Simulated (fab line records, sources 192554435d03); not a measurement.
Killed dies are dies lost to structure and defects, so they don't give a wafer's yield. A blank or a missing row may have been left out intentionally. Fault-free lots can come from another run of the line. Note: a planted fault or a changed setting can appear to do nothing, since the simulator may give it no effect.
Which tool is to blame?    flow n5_finfet    Sampling: 24 lots, 72 wafers, 6 of 1938 route steps

## WHAT EACH GAUGE READ, for each wafer
N5_MOL_CONTACT_COAG_CD_MEAS_40: the cd target is 25.1 nm. Usual: cd_nm 25.10 nm, standard deviation 0.23.
lot   measured      on         cd_nm (nm)         flag
L075  day 5 14:52   cd_sem-03  25.34 24.80 25.15  
L074  day 5 18:35   cd_sem-03  24.95 24.78 24.85  
L076  day 5 22:23   cd_sem-02  24.79 24.79 25.20  
L077  day 6 07:10   cd_sem-03  25.34 25.09 25.39  
L078  day 6 08:04   cd_sem-03  25.58 25.26 24.98  
L079  day 6 15:04   cd_sem-03  24.93 25.19 24.93  
L080  day 6 18:25   cd_sem-02  25.25 25.34 24.95  
L081  day 6 22:14   cd_sem-01  24.86 24.97 25.05  
L082  day 7 06:16   cd_sem-01  25.20 24.85 24.89  
L083  day 7 19:13   cd_sem-03  25.25 25.21 24.65  
L084  day 7 23:13   cd_sem-02  25.11 25.05 25.41  
L085  day 8 11:59   cd_sem-01  24.76 25.01 25.21  
L086  day 8 18:37   cd_sem-01  24.94 24.80 25.51  
L087  day 8 18:45   cd_sem-01  24.48 24.63 25.30  
L088  day 8 20:51   cd_sem-03  25.13 25.23 25.01  
L089  day 9 03:05   cd_sem-03  25.10 25.01 25.54  
L090  day 9 09:52   cd_sem-02  24.98 24.68 25.32  
L091  day 9 09:56   cd_sem-02  25.16 24.90 25.28  
L092  day 10 00:01  cd_sem-01  24.81 24.95 25.11  
L093  day 10 02:39  cd_sem-02  24.90 24.85 25.32  
L094  day 10 07:31  cd_sem-03  25.33 24.91 24.76  
L095  day 10 11:00  cd_sem-02  25.34 25.14 25.80  
L096  day 10 20:19  cd_sem-02  25.17 24.90 25.24  
L097  day 10 23:43  cd_sem-03  25.33 25.23 24.98  

N5_BEOL_M0_SAQP_CD_MEAS_14: the cd target is 42.5 nm. Usual: cd_nm 42.5 nm, standard deviation 0.36.
lot   measured      on         cd_nm (nm)      flag
L075  day 5 22:04   cd_sem-01  42.3 43.0 42.6  
L074  day 6 03:13   cd_sem-02  42.2 42.1 41.9  
L076  day 6 04:22   cd_sem-01  42.4 42.2 42.1  
L077  day 6 13:50   cd_sem-02  42.2 43.0 42.4  
L078  day 6 17:34   cd_sem-01  42.8 42.8 43.0  
L079  day 6 21:32   cd_sem-03  42.2 42.8 42.7  
L080  day 7 01:31   cd_sem-01  42.4 42.6 43.1  
L081  day 7 04:26   cd_sem-01  42.8 42.2 42.3  
L082  day 7 14:36   cd_sem-01  43.0 42.8 42.2  
L083  day 8 02:49   cd_sem-03  41.8 42.7 42.7  
L084  day 8 07:41   cd_sem-01  42.4 42.8 42.7  
L085  day 8 19:56   cd_sem-01  42.4 43.0 42.5  
L086  day 9 01:40   cd_sem-03  43.0 43.3 42.9  
L087  day 9 04:52   cd_sem-02  42.4 42.3 42.4  
L088  day 9 05:06   cd_sem-01  42.4 42.4 42.9  
L089  day 9 10:55   cd_sem-01  42.7 42.5 42.3  
L090  day 9 17:05   cd_sem-02  41.9 42.4 42.5  
L091  day 9 19:00   cd_sem-01  43.1 42.3 43.3  
L092  day 11 08:45  cd_sem-02  42.8 42.4 42.2  
L093  day 11 08:32  cd_sem-01  42.6 42.1 42.2  
L094  day 11 08:55  cd_sem-02  42.1 42.1 42.3  
L095  day 11 09:05  cd_sem-02  42.6 42.4 42.8  
L096  day 11 09:52  cd_sem-02  42.1 42.9 42.3  
L097  day 11 09:42  cd_sem-01  43.0 42.8 42.5  

N5_BEOL_M0_SAQP_OVL_MEAS_15. Usual: M0_CORE_OVL 0.5 nm, standard deviation 0.73.
lot   measured      on          M0_CORE_OVL (nm)  flag
L075  day 5 22:06   overlay-02  1.0 0.1 0.7       
L074  day 6 03:14   overlay-01  -1.5 -0.6 -1.1    
L076  day 6 04:24   overlay-01  -0.2 0.6 1.0      
L077  day 6 13:52   overlay-01  1.1 0.5 0.9       
L078  day 6 17:36   overlay-01  1.1 -0.2 0.9      
L079  day 6 21:34   overlay-01  -0.2 1.1 1.4      
L080  day 7 01:33   overlay-01  1.2 0.5 0.5       
L081  day 7 04:28   overlay-01  0.1 1.4 -0.1      
L082  day 7 14:38   overlay-02  -0.7 -0.2 1.3     
L083  day 8 02:50   overlay-01  0.4 1.1 -0.3      
L084  day 8 07:43   overlay-02  1.4 0.1 1.3       
L085  day 8 19:58   overlay-01  0.6 0.7 0.2       
L086  day 9 01:42   overlay-02  1.5 1.3 0.4       
L087  day 9 04:53   overlay-01  1.6 1.6 0.9       
L088  day 9 05:07   overlay-02  0.9 0.0 0.6       
L089  day 9 10:58   overlay-02  -0.4 0.8 -0.1     
L090  day 9 17:07   overlay-01  1.1 1.3 0.3       
L091  day 9 19:02   overlay-01  0.0 -0.4 -0.8     
L092  day 11 08:47  overlay-02  -0.4 0.6 0.9      
L093  day 11 08:34  overlay-02  0.1 0.5 0.5       
L094  day 11 08:56  overlay-02  0.7 1.2 0.3       
L095  day 11 09:07  overlay-01  0.8 0.3 0.6       
L096  day 11 09:53  overlay-01  -0.7 0.0 0.8      
L097  day 11 09:44  overlay-01  -0.2 0.3 -0.5     

## WHICH TOOL RAN EACH LOT (tool, then ch and the chambers of the sampled wafers, then the start)
lot   N5_MOL_CONTACT_COAG_STRIP_96        N5_BEOL_M0_SAQP_PECVD_97         N5_BEOL_M0_SAQP_PECVD_04
L075  rie_diel-03 ch 1,3, day 5 14:15     pecvd-02 ch 0,1, day 5 21:24     pecvd-02 ch 0,1, day 5 21:28
L074  rie_diel-03 ch 0,3, day 5 17:57     pecvd-01 ch 0,1,2, day 6 02:35   pecvd-01 ch 0,1,2, day 6 02:38
L076  rie_diel-05 ch 0,2,3, day 5 21:38   pecvd-02 ch 1,2, day 6 03:45     pecvd-02 ch 1,2, day 6 03:47
L077  rie_diel-03 ch 1,2,3, day 6 06:35   pecvd-02 ch 0,2, day 6 13:13     pecvd-02 ch 0,2, day 6 13:15
L078  rie_diel-05 ch 0,3, day 6 07:21     pecvd-03 ch 0,2, day 6 16:57     pecvd-03 ch 0,2, day 6 16:59
L079  rie_diel-01 ch 0,1,3, day 6 14:28   pecvd-03 ch 0,1,2, day 6 20:55   pecvd-03 ch 0,1,2, day 6 20:57
L080  rie_diel-05 ch 1,3, day 6 17:42     pecvd-01 ch 0,1, day 7 01:02     pecvd-01 ch 0,1, day 7 01:04
L081  rie_diel-05 ch 0,1, day 6 21:32     pecvd-01 ch 0,1,2, day 7 03:50   pecvd-01 ch 0,1,2, day 7 03:52
L082  rie_diel-01 ch 1,3, day 7 05:34     pecvd-01 ch 0,2, day 7 13:59     pecvd-01 ch 0,2, day 7 14:01
L083  rie_diel-01 ch 0,3, day 7 18:30     pecvd-03 ch 1,2, day 8 02:18     pecvd-03 ch 1,2, day 8 02:20
L084  rie_diel-05 ch 0,1, day 7 22:31     pecvd-01 ch 0,2, day 8 07:04     pecvd-01 ch 0,2, day 8 07:06
L085  rie_diel-01 ch 1,2, day 8 11:17     pecvd-01 ch 0,2, day 8 19:20     pecvd-01 ch 0,2, day 8 19:22
L086  rie_diel-01 ch 1,2, day 8 18:01     pecvd-03 ch 0,1, day 9 01:02     pecvd-03 ch 0,1, day 9 01:04
L087  rie_diel-03 ch 0,2,3, day 8 18:10   pecvd-01 ch 1,2, day 9 04:22     pecvd-01 ch 1,2, day 9 04:25
L088  rie_diel-05 ch 0,1,2, day 8 20:15   pecvd-02 ch 0,1, day 9 04:26     pecvd-02 ch 0,1, day 9 04:29
L089  rie_diel-05 ch 0,1,2, day 9 02:24   pecvd-01 ch 1,2, day 9 10:17     pecvd-01 ch 1,2, day 9 10:20
L090  rie_diel-01 ch 0,2,3, day 9 09:09   pecvd-01 ch 0,1, day 9 16:28     pecvd-01 ch 0,1, day 9 16:31
L091  rie_diel-03 ch 1,3, day 9 09:21     pecvd-02 ch 0,2, day 9 18:23     pecvd-02 ch 0,2, day 9 18:25
L092  rie_diel-05 ch 0,1,3, day 9 23:26   pecvd-03 ch 0,1,2, day 11 08:09  pecvd-03 ch 0,1,2, day 11 08:12
L093  rie_diel-03 ch 0,2,3, day 10 02:01  pecvd-01 ch 1,2, day 11 08:02    pecvd-01 ch 1,2, day 11 08:04
L094  rie_diel-05 ch 0,1,2, day 10 06:47  pecvd-02 ch 0,1, day 11 08:14    pecvd-02 ch 0,1, day 11 08:16
L095  rie_diel-05 ch 0,1,2, day 10 10:24  pecvd-03 ch 1,2, day 11 08:20    pecvd-03 ch 1,2, day 11 08:22
L096  rie_diel-05 ch 0,1,2, day 10 19:36  pecvd-02 ch 0,1, day 11 09:14    pecvd-02 ch 0,1, day 11 09:16
L097  rie_diel-03 ch 0,1,3, day 10 23:01  pecvd-01 ch 1,2, day 11 09:05    pecvd-01 ch 1,2, day 11 09:07
- N5_MOL_CONTACT_COAG_STRIP_96: strips in N2/H2.
- N5_BEOL_M0_SAQP_PECVD_97: deposits SiNx from SiH4/NH3/N2, target thk 23 nm, time 19.9 s.
- N5_BEOL_M0_SAQP_PECVD_04: deposits a-Si from SiH4/He, target thk 60 nm, time 60.2 s.

## AS READ BY THE TOOLS THEMSELVES (means over the sampled wafers that have a number; for cases with no such wafer, the mark the record gives instead)
N5_MOL_CONTACT_COAG_STRIP_96. Usual: drypump_motor_current_A 5.7 A, standard deviation 0.49; oes_product_au 0.76 a.u., standard deviation 0.088; rf_vpp_V 122.4 V, standard deviation 1.2; showerhead_plenum_p_Torr 3.44 Torr, standard deviation 0.07; throttle_valve_pct 18.94 %, standard deviation 0.3.
lot   tool         drypump_motor_current_A (A)  oes_product_au (a.u.)  rf_vpp_V (V)  showerhead_plenum_p_Torr (Torr)  throttle_valve_pct (%)  flag
L075  rie_diel-03  5.3                          0.80                   122.5         3.47                             18.92                   
L074  rie_diel-03  5.4                          0.79                   122.9         3.52                             18.94                   
L076  rie_diel-05  6.0                          0.71                   122.3         3.42                             19.24                   
L077  rie_diel-03  5.3                          0.77                   123.7         3.47                             18.89                   
L078  rie_diel-05  5.9                          0.70                   120.8         3.38                             19.43                   
L079  rie_diel-01  6.1                          0.77                   122.6         3.49                             18.78                   
L080  rie_diel-05  5.3                          0.73                   122.3         3.34                             19.07                   
L081  rie_diel-05  5.6                          0.76                   124.1         3.39                             18.80                   
L082  rie_diel-01  6.1                          0.76                   122.2         3.49                             18.70                   
L083  rie_diel-01  6.4                          0.74                   122.4         3.46                             18.72                   
L084  rie_diel-05  5.5                          0.74                   122.8         3.38                             18.81                   
L085  rie_diel-01  5.5                          0.85                   122.9         3.51                             18.93                   
L086  rie_diel-01  5.5                          0.84                   122.4         3.51                             18.94                   
L087  rie_diel-03  5.5                          0.76                   123.0         3.50                             18.95                   
L088  rie_diel-05  5.8                          0.72                   121.9         3.42                             18.95                   
L089  rie_diel-05  5.9                          0.71                   121.8         3.41                             18.94                   
L090  rie_diel-01  6.0                          0.80                   121.8         3.44                             18.73                   
L091  rie_diel-03  5.3                          0.80                   122.4         3.43                             18.81                   
L092  rie_diel-05  5.8                          0.70                   121.7         3.37                             19.16                   
L093  rie_diel-03  5.5                          0.74                   122.0         3.50                             18.99                   
L094  rie_diel-05  5.9                          0.80                   122.1         3.41                             18.83                   
L095  rie_diel-05  5.8                          0.80                   122.6         3.41                             18.85                   
L096  rie_diel-05  5.8                          0.80                   122.0         3.41                             18.83                   
L097  rie_diel-03  5.4                          0.80                   122.1         3.47                             18.86                   

N5_BEOL_M0_SAQP_PECVD_97. Usual: chamber_pressure_Torr 1.500 Torr, standard deviation 0.0035; heater_power_outer_w 323 W, standard deviation 50; heater_power_w 578 W, standard deviation 82; showerhead_plenum_p_Torr 5.16 Torr, standard deviation 0.082; throttle_valve_pct 40.6 %, standard deviation 2.7.
lot   tool      chamber_pressure_Torr (Torr)  heater_power_outer_w (W)  heater_power_w (W)  showerhead_plenum_p_Torr (Torr)  throttle_valve_pct (%)  flag
L075  pecvd-02  1.501                         305                       551                 5.15                             43.3                    
L074  pecvd-01  1.497                         352                       645                 5.16                             39.5                    
L076  pecvd-02  1.500                         325                       556                 5.11                             41.8                    
L077  pecvd-02  1.506                         299                       556                 5.19                             40.2                    
L078  pecvd-03  1.504                         306                       517                 5.10                             38.5                    
L079  pecvd-03  1.501                         337                       550                 5.13                             40.7                    
L080  pecvd-01  1.498                         305                       550                 5.20                             39.9                    
L081  pecvd-01  1.500                         355                       650                 5.17                             39.5                    
L082  pecvd-01  1.501                         283                       567                 5.08                             37.6                    
L083  pecvd-03  1.501                         344                       581                 5.11                             40.0                    
L084  pecvd-01  1.499                         304                       589                 5.08                             37.8                    
L085  pecvd-01  1.499                         308                       562                 5.11                             38.3                    
L086  pecvd-03  1.500                         312                       493                 5.16                             42.0                    
L087  pecvd-01  1.501                         345                       650                 5.21                             41.3                    
L088  pecvd-02  1.497                         283                       533                 5.19                             42.7                    
L089  pecvd-01  1.501                         381                       699                 5.21                             41.3                    
L090  pecvd-01  1.500                         321                       564                 5.21                             40.1                    
L091  pecvd-02  1.497                         331                       598                 5.20                             40.5                    
L092  pecvd-03  1.499                         337                       554                 5.13                             41.0                    
L093  pecvd-01  1.500                         334                       643                 5.22                             41.5                    
L094  pecvd-02  1.499                         286                       517                 5.16                             43.3                    
L095  pecvd-03  1.500                         323                       541                 5.11                             40.2                    
L096  pecvd-02  1.501                         261                       494                 5.16                             43.4                    
L097  pecvd-01  1.502                         386                       700                 5.21                             41.6                    

N5_BEOL_M0_SAQP_PECVD_04. Usual: chamber_pressure_Torr 2.999 Torr, standard deviation 0.0066; heater_power_outer_w 377 W, standard deviation 49; heater_power_w 651 W, standard deviation 82; showerhead_plenum_p_Torr 5.68 Torr, standard deviation 0.061; throttle_valve_pct 18.5 %, standard deviation 1.2.
lot   tool      chamber_pressure_Torr (Torr)  heater_power_outer_w (W)  heater_power_w (W)  showerhead_plenum_p_Torr (Torr)  throttle_valve_pct (%)  flag
L075  pecvd-02  2.995                         352                       608                 5.68                             19.6                    
L074  pecvd-01  3.004                         405                       706                 5.69                             18.1                    
L076  pecvd-02  2.995                         350                       599                 5.64                             19.1                    
L077  pecvd-02  2.993                         373                       652                 5.70                             18.4                    
L078  pecvd-03  3.001                         355                       580                 5.64                             17.6                    
L079  pecvd-03  2.996                         397                       640                 5.65                             18.6                    
L080  pecvd-01  3.008                         367                       636                 5.71                             18.3                    
L081  pecvd-01  3.005                         382                       686                 5.68                             18.1                    
L082  pecvd-01  2.997                         374                       663                 5.62                             17.2                    
L083  pecvd-03  3.000                         376                       611                 5.65                             18.1                    
L084  pecvd-01  3.003                         339                       642                 5.62                             17.2                    
L085  pecvd-01  3.004                         341                       611                 5.65                             17.4                    
L086  pecvd-03  2.996                         363                       566                 5.68                             18.8                    
L087  pecvd-01  2.995                         422                       764                 5.72                             19.0                    
L088  pecvd-02  3.003                         362                       626                 5.71                             19.4                    
L089  pecvd-01  2.998                         433                       769                 5.71                             19.0                    
L090  pecvd-01  2.995                         413                       685                 5.71                             18.2                    
L091  pecvd-02  2.999                         385                       664                 5.71                             18.6                    
L092  pecvd-03  2.992                         366                       588                 5.67                             18.6                    
L093  pecvd-01  3.003                         446                       788                 5.72                             18.9                    
L094  pecvd-02  2.994                         359                       625                 5.67                             19.8                    
L095  pecvd-03  2.994                         379                       634                 5.64                             18.2                    
L096  pecvd-02  2.997                         376                       642                 5.68                             19.8                    
L097  pecvd-01  3.006                         424                       756                 5.72                             18.8                    

## THE ANSWER, worked out from the rows above alone
Rule: a lot counts as off when the mean over its wafers that have a number is more than 3 standard deviations away from the usual mean. A lot without any number at a reading at which 4 lots or more have one is off too. The other lots that the step has rows for count as sound. After the gauges, taken in route order, come the tools' own readings; for these a lot's mean is taken, as printed above. The first step at which some lot is off is used, and at that step the reading that is off furthest; a lot without a number counts as furthest.
None of the lots is off at any reading shown; this tells nothing.

## WHAT THE SIMULATOR PUT IN
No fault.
